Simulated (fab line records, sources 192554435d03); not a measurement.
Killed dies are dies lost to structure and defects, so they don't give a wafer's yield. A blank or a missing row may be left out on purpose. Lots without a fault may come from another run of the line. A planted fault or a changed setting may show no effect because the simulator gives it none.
fab line records | flow n5_finfet
record lots=5 wafers=15 last_day=17
route steps=1938 shown PAD_METAL@1895 PASSIVATION@1897
lots that met no fault: from a run of the same line without faults
start_h: hours from the record's first day to the start of the lot's first wafer shown | wait_h: hours since the lot's step before | " the same as in the row above | L1.1+2: a row that stands for several wafers | - no value, or no start given | * or withheld: withheld | < > ~ a bound
route shown NAME@n: a module of which the file shows steps, and the number in the route of the first | usual: mean/standard deviation of fault-free wafers | same: alike in all rows | chamber/n: place in a boat | sites: the reading at each site | _std_site: their standard deviation | _edge_site: outer sites' mean less inner sites' | radius_mm: how far each site lies from the wafer's centre | mask NAME#n: copy n | behind: the tool/chamber that last shaped the wafer | hold: why the lot was held/for how many hours/how that ended | device: the transistor (n, p or np) that didn't switch | end of line: the same wafers' tests at the end of the route | a step without rows: its recipe alone | killed: dies lost to structure and defects at the first sort, not the wafer's yield | map: a wafer's dies, x killed, . not, _ none there
set.NAME: the setting as run; set.NAME@STEP: as run at that earlier step | model.NAME: the simulator's own value behind a step, which no gauge read
lots at some steps of the route; a table a step, a row a wafer
services: from which hour (start_h, from the record's first day; less than 0 if before it) a tool's chamber was out of use, for how many hours, and why
## steps
# step N5_PASSIVATION_SPUTTER_20
# recipe material=TaN target_thk_a=500 temp_c=25 chamber_pressure_pa=0.4
# usual substrate_temp_c=25.00/0.11 throttle_valve_pct=30.2/0.99
# columns lot.wafer tool chamber start_h wait_h substrate_temp_c throttle_valve_pct
L079.1 pvd_sputter-02 - 308.35 0.0 24.99 30.0
L079.2 " - " " 24.94 31.6
L079.5 " - " " 25.13 29.6
L080.2 pvd_sputter-01 - 313.62 0.0 24.96 30.6
L080.5 " - " " 24.98 30.2
L080.6 " - " " 24.90 28.6
L078.2 pvd_sputter-02 - 335.80 0.0 24.99 29.4
L078.3 " - " " 24.92 30.1
L078.6 " - " " 25.13 30.0
L089.1 pvd_sputter-03 - 393.19 0.0 25.16 30.4
L089.3 " - " " 24.95 28.8
L089.5 " - " " 24.88 30.4
L092.2 pvd_sputter-03 - 407.40 0.0 24.87 29.0
L092.5 " - " " 24.90 30.4
L092.6 " - " " 24.89 29.1
# step N5_PASSIVATION_AL_DEP_21
# recipe material=Al target_thk_a=28000 temp_c=400 time_s=170 power_w=30000 chamber_pressure_pa=0.4 gas=Ar
# usual substrate_temp_c=400.00/0.23 throttle_valve_pct=30.2/1
# same time_s=170
# columns lot.wafer tool chamber start_h wait_h substrate_temp_c throttle_valve_pct
L079.1 pvd_sputter-02 - 308.45 0.1 400.21 29.8
L079.2 " - " " 399.64 31.9
L079.5 " - " " 400.26 29.6
L080.2 pvd_sputter-01 - 313.72 0.1 400.08 30.3
L080.5 " - " " 399.71 30.3
L080.6 " - " " 400.07 28.7
L078.2 pvd_sputter-02 - 335.90 0.1 400.10 29.2
L078.3 " - " " 400.17 29.7
L078.6 " - " " 400.08 30.1
L089.1 pvd_sputter-03 - 393.29 0.1 399.73 30.6
L089.3 " - " " 399.75 29.0
L089.5 " - " " 400.27 30.6
L092.2 pvd_sputter-03 - 407.50 0.1 399.91 29.2
L092.5 " - " " 400.07 30.6
L092.6 " - " " 399.86 29.0
# step N5_PASSIVATION_HMDS_23
# recipe time_s=60 temp_c=120
# usual resist_line_temp_C=23.02/0.11
# same time_s=60
# columns lot.wafer tool chamber start_h wait_h resist_line_temp_C
L079.1 litho_track-04 0 308.63 0.1 22.84
L079.2 " 0 " " 22.95
L079.5 " 0 " " 22.78
L080.2 litho_track-04 0 313.90 0.1 22.86
L080.5 " 0 " " 22.85
L080.6 " 0 " " 23.00
L078.2 litho_track-04 0 336.09 0.1 23.13
L078.3 " 0 " " 22.98
L078.6 " 0 " " 23.06
L089.1 litho_track-04 0 393.48 0.1 23.03
L089.3 " 0 " " 22.98
L089.5 " 0 " " 22.84
L092.2 litho_track-02 0 407.69 0.1 22.96
L092.5 " 0 " " 23.03
L092.6 " 0 " " 23.11
# step N5_PASSIVATION_COAT_24
# recipe spin_rpm=3000 resist_thk_nm=withheld
# usual dispense_pressure_kPa=47.3/2.4 resist_line_temp_C=22.99/0.096
# columns lot.wafer tool chamber start_h wait_h dispense_pressure_kPa resist_line_temp_C
L079.1 litho_track-04 0 - - 44.9 23.01
L079.2 " 0 " " 44.9 22.97
L079.5 " 0 " " 44.9 22.87
L080.2 litho_track-04 0 - - 44.9 23.11
L080.5 " 0 " " 44.9 23.03
L080.6 " 0 " " 44.9 23.04
L078.2 litho_track-04 0 - - 44.9 22.98
L078.3 " 0 " " 44.9 22.79
L078.6 " 0 " " 45.0 22.90
L089.1 litho_track-04 0 - - 45.0 23.10
L089.3 " 0 " " 45.0 23.25
L089.5 " 0 " " 45.0 23.00
L092.2 litho_track-02 0 - - 49.4 23.02
L092.5 " 0 " " 49.4 22.93
L092.6 " 0 " " 49.4 22.99
# step N5_PASSIVATION_EBR_26
# recipe solvent=PGMEA ebr_width_mm=1.5
# usual resist_line_temp_C=22.97/0.12
# columns lot.wafer tool chamber start_h wait_h resist_line_temp_C
L079.1 litho_track-04 0 - - 23.02
L079.2 " 0 " " 23.11
L079.5 " 0 " " 22.99
L080.2 litho_track-04 0 - - 22.87
L080.5 " 0 " " 22.96
L080.6 " 0 " " 22.98
L078.2 litho_track-04 0 - - 23.02
L078.3 " 0 " " 22.76
L078.6 " 0 " " 23.03
L089.1 litho_track-04 0 - - 22.98
L089.3 " 0 " " 23.03
L089.5 " 0 " " 23.05
L092.2 litho_track-02 0 - - 23.06
L092.5 " 0 " " 22.89
L092.6 " 0 " " 22.97
# step N5_PASSIVATION_SOFTBAKE_25
# recipe temp_c=100 time_s=90
# usual resist_line_temp_C=23.02/0.091
# same time_s=90
# columns lot.wafer tool chamber start_h wait_h resist_line_temp_C
L079.1 litho_track-04 0 - - 23.10
L079.2 " 0 " " 23.17
L079.5 " 0 " " 23.13
L080.2 litho_track-04 0 - - 22.91
L080.5 " 0 " " 23.01
L080.6 " 0 " " 22.88
L078.2 litho_track-04 0 - - 22.86
L078.3 " 0 " " 23.10
L078.6 " 0 " " 22.97
L089.1 litho_track-04 0 - - 23.06
L089.3 " 0 " " 22.97
L089.5 " 0 " " 23.02
L092.2 litho_track-02 0 - - 22.92
L092.5 " 0 " " 22.74
L092.6 " 0 " " 22.93
# step N5_PASSIVATION_EXPOSE_27
# recipe mask_id=PAD na=0.55 source_shape=conventional sigma_outer=0.8 polarization=unpolarized defocus_nm=0 dose_mj=32.3
# columns lot.wafer tool chamber start_h wait_h mask
L079.1+2+5 krf_scanner-01 0 308.74 - PAD#0
L080.2+5+6 krf_scanner-02 0 314.14 - PAD#0
L078.2+3+6 krf_scanner-01 0 336.33 - PAD#0
L089.1+3+5 krf_scanner-02 0 393.58 - PAD#0
L092.2+5+6 krf_scanner-02 0 407.80 - PAD#0
# step N5_PASSIVATION_PEB_28
# recipe peb_temp_c=withheld peb_time_s=*
# usual resist_line_temp_C=*
# columns lot.wafer tool chamber start_h wait_h resist_line_temp_C
L079.1 litho_track-05 0 308.80 0.1 *
L079.2 " 0 " " *
L079.5 " 0 " " *
L080.2 litho_track-04 0 314.19 0.0 *
L080.5 " 0 " " *
L080.6 " 0 " " *
L078.2 litho_track-02 0 336.38 0.0 *
L078.3 " 0 " " *
L078.6 " 0 " " *
L089.1 litho_track-05 0 393.64 0.1 *
L089.3 " 0 " " *
L089.5 " 0 " " *
L092.2 litho_track-02 0 407.85 0.0 *
L092.5 " 0 " " *
L092.6 " 0 " " *
# step N5_PASSIVATION_DEVELOP_29
# recipe develop_time_s=60 rinse_liquid=diw dry=air_spin dev_temp_c=21
# usual resist_line_temp_C=23.01/0.096
# columns lot.wafer tool chamber start_h wait_h resist_line_temp_C
L079.1 litho_track-05 0 - - 22.95
L079.2 " 0 " " 22.95
L079.5 " 0 " " 23.18
L080.2 litho_track-04 0 - - 23.19
L080.5 " 0 " " 23.10
L080.6 " 0 " " 23.25
L078.2 litho_track-02 0 - - 23.04
L078.3 " 0 " " 23.00
L078.6 " 0 " " 23.07
L089.1 litho_track-05 0 - - 22.80
L089.3 " 0 " " 23.10
L089.5 " 0 " " 22.93
L092.2 litho_track-02 0 - - 22.85
L092.5 " 0 " " 23.06
L092.6 " 0 " " 22.91
# step N5_PASSIVATION_HARDBAKE_31
# recipe temp_c=130 time_s=120
# usual resist_line_temp_C=23.00/0.088
# same time_s=120
# columns lot.wafer tool chamber start_h wait_h resist_line_temp_C
L079.1 litho_track-05 0 - - 22.98
L079.2 " 0 " " 22.88
L079.5 " 0 " " 22.92
L080.2 litho_track-04 0 - - 23.07
L080.5 " 0 " " 23.09
L080.6 " 0 " " 23.10
L078.2 litho_track-02 0 - - 22.96
L078.3 " 0 " " 23.05
L078.6 " 0 " " 22.99
L089.1 litho_track-05 0 - - 23.01
L089.3 " 0 " " 22.87
L089.5 " 0 " " 22.87
L092.2 litho_track-02 0 - - 23.04
L092.5 " 0 " " 23.14
L092.6 " 0 " " 23.03
# step N5_PASSIVATION_CD_MEAS_30
# recipe target_cd_nm=4000 landing_energy_ev=500 detector=se_inlens polarity=opening
# usual cd_nm=4000.2/2.5
# columns lot.wafer tool chamber start_h wait_h cd_nm
L079.1 cd_sem-03 0 308.92 - 4005.7
L079.2 " 0 " " 4002.7
L079.5 " 0 " " 4004.9
L080.2 cd_sem-03 0 314.31 - 3996.1
L080.5 " 0 " " 3997.8
L080.6 " 0 " " 4000.1
L078.2 cd_sem-02 0 336.50 - 4001.6
L078.3 " 0 " " 3998.5
L078.6 " 0 " " 4003.0
L089.1 cd_sem-02 0 393.76 - 4006.3
L089.3 " 0 " " 4001.6
L089.5 " 0 " " 4006.3
L092.2 cd_sem-02 0 407.97 - 4002.3
L092.5 " 0 " " 3998.8
L092.6 " 0 " " 4001.5
# step N5_PASSIVATION_OVL_MEAS_63
# recipe points_per_wafer=44
# usual PAD_OVL=0/5.1
# columns lot.wafer tool chamber start_h wait_h PAD_OVL[nm]
L079.1 overlay-01 0 308.95 0.0 4
L079.2 " 0 " " 6
L079.5 " 0 " " -5
L080.2 overlay-01 0 314.34 0.0 4
L080.5 " 0 " " -2
L080.6 " 0 " " 9
L078.2 overlay-02 0 336.53 0.0 -7
L078.3 " 0 " " -4
L078.6 " 0 " " -7
L089.1 overlay-02 0 393.79 0.0 -7
L089.3 " 0 " " -6
L089.5 " 0 " " -2
L092.2 overlay-02 0 408.00 0.0 -1
L092.5 " 0 " " -9
L092.6 " 0 " " -6
# step N5_PASSIVATION_INSPECT_64
# recipe mode=adi inspect_instrument=macro
# usual raw_defect_count=2.1/1.4
# columns lot.wafer tool chamber start_h wait_h raw_defect_count
L079.1 defect_inspect-01 - 308.97 0.0 3
L079.2 " - " " 3
L079.5 " - " " 1
L080.2 defect_inspect-02 - 314.37 0.0 0
L080.5 " - " " 2
L080.6 " - " " 3
L078.2 defect_inspect-02 - 336.55 0.0 2
L078.3 " - " " 2
L078.6 " - " " 1
L089.1 defect_inspect-01 - 393.81 0.0 3
L089.3 " - " " 2
L089.5 " - " " 0
L092.2 defect_inspect-02 - 408.03 0.0 2
L092.5 " - " " 3
L092.6 " - " " 2
# step N5_PASSIVATION_DESCUM_32
# recipe chemistry=O2 time_s=7.9 source_power_w=50 bias_power_w=20 pressure_mtorr=20 rf_frequency_hz=2.712e+07 temp_c=40 o2_flow_sccm=225
# usual drypump_motor_current_A=5.7/0.38 oes_product_au=0.83/0.072 rf_vpp_V=243.6/1.2 showerhead_plenum_p_Torr=2.12/0.055 throttle_valve_pct=20.38/0.17
# same time_s=7.9
# columns lot.wafer tool chamber start_h wait_h drypump_motor_current_A oes_product_au rf_hours_counter_h rf_vpp_V showerhead_plenum_p_Torr throttle_valve_pct
L079.1 rie_diel-05 0 309.14 0.2 5.4 0.83 62 244.2 2.04 20.50
L079.2 " 1 " " 6.1 0.83 83 243.4 2.13 20.27
L079.5 " 2 " " 5.7 0.72 - 244.4 2.17 20.48
L080.2 rie_diel-05 0 314.53 0.2 5.3 0.83 64 243.0 2.04 20.51
L080.5 " 1 " " 6.1 0.82 - 242.7 2.13 20.27
L080.6 " 0 " " 5.3 0.81 - 242.3 2.04 20.50
L078.2 rie_diel-05 3 336.60 0.1 6.1 0.99 8 242.7 2.04 20.12
L078.3 " 2 " " 5.7 0.73 182 244.7 2.17 20.49
L078.6 " 2 " " 5.7 0.73 - 243.8 2.17 20.51
L089.1 rie_diel-05 1 393.90 0.1 6.1 0.80 115 243.8 2.12 20.29
L089.3 " 3 " " 6.1 0.94 27 242.0 2.03 20.14
L089.5 " 2 " " 5.7 0.71 - 245.0 2.16 20.53
L092.2 rie_diel-04 0 408.11 0.1 5.3 0.81 70 244.9 2.13 20.48
L092.5 " 0 " " 5.3 0.81 - 242.9 2.13 20.46
L092.6 " 1 " " 5.4 0.87 - 243.8 2.13 20.34
# step N5_PASSIVATION_AL_ETCH_33
# recipe chemistry=Cl2/BCl3 target_depth_a=28000 over_etch_frac=0.15 Cl2_flow_sccm=180 bcl3_flow_sccm=60 target=Al stop_on=TaN time_s=466.7 ion_energy_ev=100 pressure_mtorr=10 icp_w=900 bias_w=100
# usual bcl3_flow_sccm=59.97/0.19 drypump_motor_current_A=5.65/0.27 oes_product_au=0.77/0.058 throttle_valve_pct=34.8/0.38
# same time_s=466.7
# columns lot.wafer tool chamber start_h wait_h bcl3_flow_sccm drypump_motor_current_A oes_product_au rf_hours_counter_h throttle_valve_pct
L079.1 rie_metal-01 1 309.23 0.1 59.99 5.83 0.81 15 35.2
L079.2 " 0 " " 59.89 5.40 0.75 24 34.9
L079.5 " 1 " " 59.95 5.88 0.80 - 35.3
L080.2 rie_metal-01 0 314.62 0.1 60.18 5.42 0.74 24 34.9
L080.5 " 1 " " 60.10 5.86 0.79 - 35.3
L080.6 " 0 " " 60.11 5.40 0.73 - 35.0
L078.2 rie_metal-03 1 336.69 0.1 60.18 5.47 0.66 58 34.6
L078.3 " 1 " " 59.88 5.49 0.66 - 34.6
L078.6 " 0 " " 60.09 5.99 0.87 - 34.5
L089.1 rie_metal-02 1 393.99 0.1 59.85 5.80 0.74 24 34.8
L089.3 " 0 " " 59.92 5.28 0.77 - 34.0
L089.5 " 0 " " 59.83 5.28 0.76 - 34.1
L092.2 rie_metal-01 1 408.20 0.1 59.96 5.83 0.77 23 35.2
L092.5 " 0 " " 60.00 5.40 0.71 - 35.0
L092.6 " 1 " " 59.98 5.84 0.77 - 35.3
# step N5_PASSIVATION_ETCH_59
# recipe chemistry=Cl2/BCl3 target=TaN target_depth_a=650 time_s=34.9 ion_energy_ev=100 pressure_mtorr=10 icp_w=900 bias_w=100 Cl2_flow_sccm=60 bcl3_flow_sccm=30
# usual bcl3_flow_sccm=30.01/0.081 drypump_motor_current_A=5.65/0.26 oes_product_au=0.85/0.062 throttle_valve_pct=21.36/0.22
# same time_s=34.9
# columns lot.wafer tool chamber start_h wait_h bcl3_flow_sccm drypump_motor_current_A oes_product_au rf_hours_counter_h throttle_valve_pct
L079.1 rie_metal-01 1 309.63 0.3 30.04 5.86 0.90 15 21.70
L079.2 " 0 " " 30.06 5.40 0.84 24 21.40
L079.5 " 1 " " 29.90 5.81 0.89 - 21.72
L080.2 rie_metal-01 0 315.02 0.3 30.09 5.39 0.83 25 21.42
L080.5 " 1 " " 29.98 5.85 0.89 - 21.73
L080.6 " 0 " " 30.06 5.40 0.84 - 21.41
L078.2 rie_metal-03 1 337.10 0.3 30.02 5.47 0.71 58 21.36
L078.3 " 1 " " 29.99 5.48 0.71 - 21.35
L078.6 " 0 " " 29.96 5.98 0.93 - 21.24
L089.1 rie_metal-02 1 394.39 0.3 30.07 5.80 0.85 24 21.24
L089.3 " 0 " " 29.99 5.29 0.83 - 21.03
L089.5 " 0 " " 29.93 5.27 0.83 - 21.02
L092.2 rie_metal-01 1 408.60 0.3 30.08 5.87 0.87 23 21.70
L092.5 " 0 " " 30.04 5.39 0.81 - 21.44
L092.6 " 1 " " 30.09 5.86 0.89 - 21.67
# step N5_PASSIVATION_STRIP_34
# recipe chemistry=O2 power_w=600 temp_c=60 pressure_mtorr=30 rf_frequency_hz=6e+07 bias_power_w=0 overash_fraction=2 o2_flow_sccm=225
# usual drypump_motor_current_A=5.8/0.39 oes_product_au=0.83/0.08 rf_vpp_V=3.4/1.5 showerhead_plenum_p_Torr=2.12/0.062 throttle_valve_pct=16.58/0.18
# same overash_fraction=2
# columns lot.wafer tool chamber start_h wait_h drypump_motor_current_A oes_product_au rf_hours_counter_h rf_vpp_V showerhead_plenum_p_Torr throttle_valve_pct
L079.1 rie_diel-04 2 309.75 0.1 5.9 0.75 158 4.6 2.19 16.90
L079.2 " 0 " " 5.4 0.86 40 2.0 2.15 16.65
L079.5 " 1 " " 5.4 0.91 - 4.3 2.14 16.48
L080.2 rie_diel-05 0 315.14 0.1 5.4 0.83 64 3.4 2.05 16.64
L080.5 " 2 " " 5.7 0.74 - 4.6 2.18 16.79
L080.6 " 1 " " 6.1 0.84 - 3.6 2.13 16.50
L078.2 rie_diel-05 3 337.27 0.1 6.2 0.98 8 4.7 2.04 16.35
L078.3 " 0 " " 5.4 0.84 72 0.1 2.04 16.69
L078.6 " 3 " " 6.1 0.97 - 3.0 2.04 16.36
L089.1 rie_diel-05 0 394.51 0.1 5.4 0.78 92 2.4 2.04 16.67
L089.3 " 3 " " 6.2 0.94 28 1.1 2.04 16.38
L089.5 " 0 " " 5.3 0.79 - 3.2 2.04 16.69
L092.2 rie_diel-05 1 408.72 0.1 6.2 0.81 119 1.8 2.12 16.49
L092.5 " 1 " " 6.2 0.78 - 1.6 2.12 16.56
L092.6 " 2 " " 5.7 0.71 - 3.9 2.17 16.84
# step N5_PASSIVATION_STRIP_51
# recipe chemistry=post_etch_residue_remover time_s=1200 temp_c=72.5
# same time_s=1200
# columns lot.wafer tool chamber start_h wait_h
L079.1+2+5 wet_bench-05 0,1,6 309.82 -
L080.2+5+6 wet_bench-04 1,3,0 315.21 -
L078.2+3+6 wet_bench-04 5,6,1 337.34 -
L089.1+3+5 wet_bench-04 4,0,1 394.57 -
L092.2+5+6 wet_bench-03 0,5,1 408.78 -
# step N5_PASSIVATION_CLEAN_69
# recipe chemistry=IPA time_s=180 temp_c=25
# same time_s=180
# columns lot.wafer tool chamber start_h wait_h
L079.1+2+5 wet_bench-05 0,1,6 310.15 0.0
L080.2+5+6 wet_bench-04 1,3,0 315.58 0.0
L078.2+3+6 wet_bench-04 5,6,1 337.68 0.0
L089.1+3+5 wet_bench-04 4,0,1 394.94 0.0
L092.2+5+6 wet_bench-03 0,5,1 409.15 0.0
# step N5_PASSIVATION_SRD_70
# recipe dry=ipa_marangoni time_s=30 temp_c=23 rinse_liquid=diw
# same time_s=30
# columns lot.wafer tool chamber start_h wait_h
L079.1+2+5 wet_bench-05 0,1,6 310.20 0.0
L080.2+5+6 wet_bench-04 1,3,0 315.64 0.0
L078.2+3+6 wet_bench-04 5,6,1 337.73 0.0
L089.1+3+5 wet_bench-04 4,0,1 395.00 0.0
L092.2+5+6 wet_bench-03 0,5,1 409.20 0.0
# step N5_PASSIVATION_PECVD_53
# recipe material=SiO2 target_thk_a=8000 temp_c=400 precursor=TEOS/O2 pressure_torr=6.5 rf_w=withheld teos_flow_sccm=withheld gas=O2 flow_sccm=2650 time_s=169.4
# same time_s=169.4
# columns lot.wafer tool chamber start_h wait_h
L079.1+2+5 pecvd-01 1,0,0 310.25 0.0
L080.2+5+6 pecvd-01 2,0,1 315.69 0.0
L078.2+3+6 pecvd-04 2,1,0 337.78 0.0
L089.1+3+5 pecvd-04 2,0,2 395.05 0.0
L092.2+5+6 pecvd-02 0,2,0 409.25 0.0
# step N5_PASSIVATION_PECVD_35
# recipe material=SiNx target_thk_a=7000 temp_c=400 precursor=SiH4/NH3/N2 pressure_torr=4.9 rf_w=1406 time_s=151.3
# usual heater_power_outer_w=205/86 heater_power_w=432/90 showerhead_plenum_p_Torr=8.74/0.04 throttle_valve_pct=28.8/0.79
# same time_s=151.3
# columns lot.wafer tool chamber start_h wait_h heater_power_outer_w heater_power_w showerhead_plenum_p_Torr throttle_valve_pct
L079.1 pecvd-01 1 310.36 0.1 297 536 8.78 27.6
L079.2 " 0 " " 137 370 8.79 28.2
L079.5 " 0 " " 163 404 8.78 28.1
L080.2 pecvd-01 2 315.80 0.1 182 409 8.71 28.6
L080.5 " 0 " " 161 405 8.79 28.0
L080.6 " 1 " " 248 489 8.80 27.7
L078.2 pecvd-04 2 337.89 0.1 217 485 8.77 29.0
L078.3 " 1 " " 122 307 8.73 30.8
L078.6 " 0 " " 336 537 8.69 28.5
L089.1 pecvd-04 2 395.21 0.1 167 408 8.76 29.1
L089.3 " 0 " " 342 557 8.71 28.6
L089.5 " 2 " " 209 465 8.78 29.1
L092.2 pecvd-02 0 409.36 0.1 131 349 8.68 29.2
L092.5 " 2 " " 141 388 8.74 29.6
L092.6 " 0 " " 164 398 8.67 29.0
# step N5_PASSIVATION_HMDS_37
# recipe time_s=60 temp_c=120
# usual resist_line_temp_C=22.98/0.099
# same time_s=60
# columns lot.wafer tool chamber start_h wait_h resist_line_temp_C
L079.1 litho_track-05 0 310.50 0.1 22.80
L079.2 " 0 " " 22.79
L079.5 " 0 " " 22.93
L080.2 litho_track-05 0 315.93 0.1 23.05
L080.5 " 0 " " 23.04
L080.6 " 0 " " 22.89
L078.2 litho_track-05 0 338.02 0.1 22.92
L078.3 " 0 " " 22.98
L078.6 " 0 " " 23.07
L089.1 litho_track-02 0 395.40 0.1 23.00
L089.3 " 0 " " 23.07
L089.5 " 0 " " 23.08
L092.2 litho_track-05 0 409.50 0.1 23.00
L092.5 " 0 " " 22.97
L092.6 " 0 " " 22.87
# step N5_PASSIVATION_COAT_38
# recipe spin_rpm=3000 resist_thk_nm=withheld
# usual dispense_pressure_kPa=47.7/2.4 resist_line_temp_C=22.97/0.1
# columns lot.wafer tool chamber start_h wait_h dispense_pressure_kPa resist_line_temp_C
L079.1 litho_track-05 0 - - 49.8 23.09
L079.2 " 0 " " 49.8 23.03
L079.5 " 0 " " 49.9 23.04
L080.2 litho_track-05 0 - - 49.9 22.86
L080.5 " 0 " " 49.9 22.92
L080.6 " 0 " " 49.9 22.82
L078.2 litho_track-05 0 - - 49.9 23.11
L078.3 " 0 " " 49.9 23.22
L078.6 " 0 " " 49.9 23.08
L089.1 litho_track-02 0 - - 49.4 23.02
L089.3 " 0 " " 49.4 22.77
L089.5 " 0 " " 49.4 23.01
L092.2 litho_track-05 0 - - 49.9 23.11
L092.5 " 0 " " 49.9 22.96
L092.6 " 0 " " 49.9 22.89
# step N5_PASSIVATION_EBR_40
# recipe solvent=PGMEA ebr_width_mm=1.5
# usual resist_line_temp_C=23.01/0.11
# columns lot.wafer tool chamber start_h wait_h resist_line_temp_C
L079.1 litho_track-05 0 - - 23.06
L079.2 " 0 " " 23.27
L079.5 " 0 " " 23.08
L080.2 litho_track-05 0 - - 23.17
L080.5 " 0 " " 22.94
L080.6 " 0 " " 23.10
L078.2 litho_track-05 0 - - 22.99
L078.3 " 0 " " 22.85
L078.6 " 0 " " 22.88
L089.1 litho_track-02 0 - - 23.33
L089.3 " 0 " " 23.18
L089.5 " 0 " " 23.23
L092.2 litho_track-05 0 - - 23.03
L092.5 " 0 " " 23.04
L092.6 " 0 " " 23.02
# step N5_PASSIVATION_SOFTBAKE_39
# recipe temp_c=110 time_s=120
# usual resist_line_temp_C=22.97/0.099
# same time_s=120
# columns lot.wafer tool chamber start_h wait_h resist_line_temp_C
L079.1 litho_track-05 0 - - 23.04
L079.2 " 0 " " 22.88
L079.5 " 0 " " 22.95
L080.2 litho_track-05 0 - - 23.06
L080.5 " 0 " " 23.15
L080.6 " 0 " " 22.97
L078.2 litho_track-05 0 - - 23.07
L078.3 " 0 " " 22.77
L078.6 " 0 " " 23.04
L089.1 litho_track-02 0 - - 22.98
L089.3 " 0 " " 22.86
L089.5 " 0 " " 22.87
L092.2 litho_track-05 0 - - 22.84
L092.5 " 0 " " 22.91
L092.6 " 0 " " 22.96
# step N5_PASSIVATION_EXPOSE_41
# recipe mask_id=PASS_OPEN na=0.55 defocus_nm=0 source_shape=conventional sigma_outer=0.8 polarization=unpolarized target_cd_nm=40000 dose_mj=57.25
# columns lot.wafer tool chamber start_h wait_h mask
L079.1+2+5 krf_scanner-01 0 310.61 - PASS_OPEN#0
L080.2+5+6 krf_scanner-01 0 316.06 - PASS_OPEN#0
L078.2+3+6 krf_scanner-02 0 338.27 - PASS_OPEN#0
L089.1+3+5 krf_scanner-02 0 395.64 - PASS_OPEN#0
L092.2+5+6 krf_scanner-01 0 409.62 - PASS_OPEN#0
# step N5_PASSIVATION_PEB_42
# recipe peb_temp_c=withheld peb_time_s=*
# usual resist_line_temp_C=*
# columns lot.wafer tool chamber start_h wait_h resist_line_temp_C
L079.1 litho_track-02 0 310.67 0.1 *
L079.2 " 0 " " *
L079.5 " 0 " " *
L080.2 litho_track-02 0 316.11 0.0 *
L080.5 " 0 " " *
L080.6 " 0 " " *
L078.2 litho_track-05 0 338.32 0.0 *
L078.3 " 0 " " *
L078.6 " 0 " " *
L089.1 litho_track-04 0 395.70 0.1 *
L089.3 " 0 " " *
L089.5 " 0 " " *
L092.2 litho_track-02 0 409.68 0.0 *
L092.5 " 0 " " *
L092.6 " 0 " " *
# step N5_PASSIVATION_DEVELOP_43
# recipe develop_time_s=60 rinse_liquid=diw dry=air_spin dev_temp_c=21
# usual resist_line_temp_C=22.99/0.11
# columns lot.wafer tool chamber start_h wait_h resist_line_temp_C
L079.1 litho_track-02 0 - - 22.94
L079.2 " 0 " " 22.87
L079.5 " 0 " " 22.97
L080.2 litho_track-02 0 - - 22.97
L080.5 " 0 " " 22.97
L080.6 " 0 " " 22.78
L078.2 litho_track-05 0 - - 23.06
L078.3 " 0 " " 23.12
L078.6 " 0 " " 23.06
L089.1 litho_track-04 0 - - 22.80
L089.3 " 0 " " 23.19
L089.5 " 0 " " 23.12
L092.2 litho_track-02 0 - - 23.14
L092.5 " 0 " " 23.12
L092.6 " 0 " " 23.12
# step N5_PASSIVATION_HARDBAKE_45
# recipe temp_c=130 time_s=120
# usual resist_line_temp_C=23.01/0.1
# same time_s=120
# columns lot.wafer tool chamber start_h wait_h resist_line_temp_C
L079.1 litho_track-02 0 - - 22.99
L079.2 " 0 " " 23.05
L079.5 " 0 " " 23.01
L080.2 litho_track-02 0 - - 23.01
L080.5 " 0 " " 22.97
L080.6 " 0 " " 22.98
L078.2 litho_track-05 0 - - 23.13
L078.3 " 0 " " 23.11
L078.6 " 0 " " 23.07
L089.1 litho_track-04 0 - - 22.89
L089.3 " 0 " " 22.76
L089.5 " 0 " " 22.84
L092.2 litho_track-02 0 - - 23.09
L092.5 " 0 " " 23.03
L092.6 " 0 " " 22.93
# step N5_PASSIVATION_CD_MEAS_44
# recipe target_cd_nm=40000 landing_energy_ev=500 detector=se_inlens
# usual cd_nm=39998/7.1
# columns lot.wafer tool chamber start_h wait_h cd_nm
L079.1 cd_sem-03 0 310.79 - 40005
L079.2 " 0 " " 39993
L079.5 " 0 " " 39994
L080.2 cd_sem-01 0 316.23 - 39989
L080.5 " 0 " " 39983
L080.6 " 0 " " 39990
L078.2 cd_sem-03 0 338.44 - 40001
L078.3 " 0 " " 39997
L078.6 " 0 " " 40001
L089.1 cd_sem-03 0 395.82 - 39994
L089.3 " 0 " " 39997
L089.5 " 0 " " 40003
L092.2 cd_sem-02 0 409.80 - 39991
L092.5 " 0 " " 39990
L092.6 " 0 " " 39997
# step N5_PASSIVATION_OVL_MEAS_66
# recipe points_per_wafer=44
# usual PASS_OPEN_OVL=2/6.2
# columns lot.wafer tool chamber start_h wait_h PASS_OPEN_OVL[nm]
L079.1 overlay-01 0 310.82 0.0 12
L079.2 " 0 " " 2
L079.5 " 0 " " 2
L080.2 overlay-01 0 316.26 0.0 10
L080.5 " 0 " " -7
L080.6 " 0 " " 1
L078.2 overlay-02 0 338.47 0.0 2
L078.3 " 0 " " 3
L078.6 " 0 " " 1
L089.1 overlay-02 0 395.85 0.0 -2
L089.3 " 0 " " 3
L089.5 " 0 " " 1
L092.2 overlay-02 0 409.83 0.0 9
L092.5 " 0 " " 0
L092.6 " 0 " " 15
## services
# columns tool chamber start_h hours kind
rie_metal-03 - 295.92 14.6 pm
krf_scanner-02 0 297.70 - calibration
krf_scanner-02 - 298.06 1.3 pm
krf_scanner-01 0 299.23 - calibration
krf_scanner-02 - 300.49 0.7 repair
pecvd-01 1 303.86 4.9 repair
krf_scanner-02 - 308.61 0.8 pm
rie_metal-01 0 320.04 4.9 repair
krf_scanner-02 - 320.92 0.5 repair
rie_metal-01 - 327.12 14.6 pm
rie_metal-03 - 337.52 1.8 repair
krf_scanner-02 - 338.65 14.5 repair
wet_bench-05 - 345.41 2.0 repair
krf_scanner-01 - 355.64 0.8 pm
krf_scanner-02 - 356.65 0.3 repair
krf_scanner-01 - 356.92 1.0 pm
krf_scanner-02 - 364.74 0.7 repair
rie_metal-03 1 370.29 29.6 repair
pecvd-04 - 372.50 1.2 repair
pecvd-02 2 375.64 30.7 repair
krf_scanner-01 - 378.24 1.3 pm
krf_scanner-01 - 382.43 0.4 repair
rie_metal-02 - 391.00 2.6 repair
pvd_sputter-01 - 406.01 6.9 repair
## key
fault none
